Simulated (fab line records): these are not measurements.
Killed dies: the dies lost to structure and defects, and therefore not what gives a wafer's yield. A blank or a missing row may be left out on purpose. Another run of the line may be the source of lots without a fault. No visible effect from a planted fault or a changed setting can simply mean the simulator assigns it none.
Chamber matching | flow n5Finfet | N5_BEOL_M3_DESCUM_33 on rieDiel-03 has 4 sister chambers
The step chemistry O2, time 7 s. 22 wafers are shown with their chamber, then 11 later ones without.

## WAFERS WITH THEIR CHAMBER
wafer  | chamber | drypumpMotorCurrentA (A) | showerheadPlenumPTorr (Torr) | throttleValvePct (%)
L074.2 | 2       | 5.1                      | 2.15                         | 20.33
L074.3 | 1       | 5.1                      | 2.12                         | 20.64
L074.5 | 3       | 5.6                      | 2.19                         | 20.76
L078.3 | 3       | 5.6                      | 2.19                         | 20.78
L078.5 | 1       | 5.1                      | 2.12                         | 20.67
L078.6 | 0       | 5.5                      | 2.04                         | 20.47
L079.2 | 2       | 5.1                      | 2.14                         | 20.33
L079.5 | 1       | 5.1                      | 2.12                         | 20.65
L079.6 | 0       | 5.4                      | 2.04                         | 20.45
L082.1 | 3       | 5.6                      | 2.18                         | 20.80
L082.2 | 1       | 5.1                      | 2.11                         | 20.66
L082.5 | 1       | 5.1                      | 2.11                         | 20.64
L083.2 | 2       | 5.1                      | 2.14                         | 20.06
L083.5 | 3       | 5.6                      | 2.18                         | 20.80
L083.6 | 2       | 5.1                      | 2.14                         | 20.06
L085.2 | 3       | 5.6                      | 2.18                         | 20.81
L085.3 | 1       | 5.1                      | 2.11                         | 20.66
L085.5 | 1       | 5.1                      | 2.11                         | 20.66
L088.1 | 3       | 5.6                      | 2.18                         | 20.85
L088.3 | 0       | 5.4                      | 2.04                         | 20.48
L088.5 | 0       | 5.5                      | 2.04                         | 20.49
L092.1 | 0       | 5.5                      | 2.04                         | 20.49

SIGNATURES, as means of the wafers listed above
reading               | chamber 0 | chamber 1 | chamber 2 | chamber 3 | scatter within a chamber
drypumpMotorCurrentA  | 5.460     | 5.100     | 5.100     | 5.600     | 0.0258
showerheadPlenumPTorr | 2.0400    | 2.1143    | 2.1425    | 2.1833    | 0.00459
throttleValvePct      | 20.4760   | 20.6543   | 20.1950   | 20.8000   | 0.0664
Rule: distance of a wafer from a chamber = root of the sum over the readings of ((wafer's reading minus chamber's mean) / reading's scatter) squared. If the next closest chamber is less than 2 further off than the closest, the wafer can't be placed; otherwise it belongs to the closest. The scatter is the square root of a quotient: the sum, over the shown wafers, of each reading's squared deviation from its chamber's mean, divided by wafers minus chambers.

## WAFERS WITH NO CHAMBER GIVEN
wafer  | drypumpMotorCurrentA (A) | showerheadPlenumPTorr (Torr) | throttleValvePct (%)
L092.2 | 5.6                      | 2.18                         | 20.83
L092.3 | 5.1                      | 2.14                         | 20.07
L095.2 | 5.5                      | 2.03                         | 20.48
L095.3 | 5.6                      | 2.17                         | 20.84
L095.4 | 5.1                      | 2.11                         | 20.69
L093.1 | 5.1                      | 2.11                         | 20.70
L093.4 | 5.6                      | 2.17                         | 20.84
L093.5 | 5.4                      | 2.03                         | 20.49
L097.1 | 5.6                      | 2.17                         | 20.85
L097.5 | 5.4                      | 2.03                         | 20.52
L097.6 | 5.1                      | 2.10                         | 20.72

## EACH ONE'S CHAMBER
wafer  | from the rows above | in truth
L092.2 | 3                   | 3
L092.3 | 2                   | 2
L095.2 | 0                   | 0
L095.3 | 3                   | 3
L095.4 | 1                   | 1
L093.1 | 1                   | 1
L093.4 | 3                   | 3
L093.5 | 0                   | 0
L097.1 | 3                   | 3
L097.5 | 0                   | 0
L097.6 | 1                   | 1
Correct placement for 11 of the 11. Not placeable from these rows: 0. Wrongly placed: 0.
